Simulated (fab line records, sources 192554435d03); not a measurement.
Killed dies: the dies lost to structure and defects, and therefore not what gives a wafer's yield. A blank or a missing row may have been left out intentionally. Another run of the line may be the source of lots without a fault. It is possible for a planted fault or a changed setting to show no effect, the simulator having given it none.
Chamber matching | flow n5Finfet | 4 sister chambers for N5_BEOL_M0_SAQP_ALD_48 on aldSin-02
The step deposits SiO2, target thk 20 nm, pulse time 1 s, co reactant pulse time 1 s. 8 wafers are shown with their chamber, then 12 later ones without.

## WAFERS, EACH WITH ITS CHAMBER
wafer  | chamber | heaterPowerW (W) | precursorPulseHeightRel
L082.3 | 2       | 80               | 1.006
L082.4 | 3       | 79               | 1.032
L083.1 | 3       | 78               | 0.997
L083.3 | 2       | 80               | 0.996
L083.6 | 1       | 64               | 1.032
L088.1 | 1       | 64               | 0.984
L088.3 | 0       | 68               | 0.989
L088.5 | 0       | 69               | 1.014

## WAFERS WHOSE CHAMBER IS MISSING
wafer  | heaterPowerW (W) | precursorPulseHeightRel
L089.3 | 80               | 0.997
L089.5 | 67               | 1.006
L089.6 | 64               | 0.994
L091.1 | 68               | 1.008
L091.2 | 78               | 0.981
L091.4 | 81               | 1.026
L095.1 | 67               | 1.010
L095.2 | 80               | 1.010
L095.3 | 69               | 0.999
L095.4 | 79               | 1.015
L095.5 | 80               | 0.989
L095.6 | 70               | 1.011

## WHICH CHAMBER EACH ONE RAN IN
wafer  | from the rows above     | in truth
L089.3 | 2                       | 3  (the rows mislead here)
L089.5 | 0                       | 0
L089.6 | 1                       | 1
L091.1 | 0                       | 0
L091.2 | 3                       | 3
L091.4 | 2                       | 2
L095.1 | 0                       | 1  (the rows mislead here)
L095.2 | 2                       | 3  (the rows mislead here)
L095.3 | 0                       | 0
L095.4 | can't be placed: 3 or 2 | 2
L095.5 | 2                       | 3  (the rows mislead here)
L095.6 | 0                       | 0
7 of 12 placed correctly. These rows do not allow placing 1 (true chamber among the candidates in 1). Placed wrongly: 4.
How it was worked out, from the rows above alone: a wafer's distance from a chamber is the root of the sum, over the readings, of the square of ((its reading less the chamber's mean) divided by the reading's scatter). The wafer belongs to the nearest chamber; if the next one is less than 2 further off, it can't be placed. Each chamber's mean is taken over the wafers shown for it. How the scatter is found: for the shown wafers, subtract from each reading the mean of its chamber, square and add these, divide the total by (wafers less chambers), then take the root.
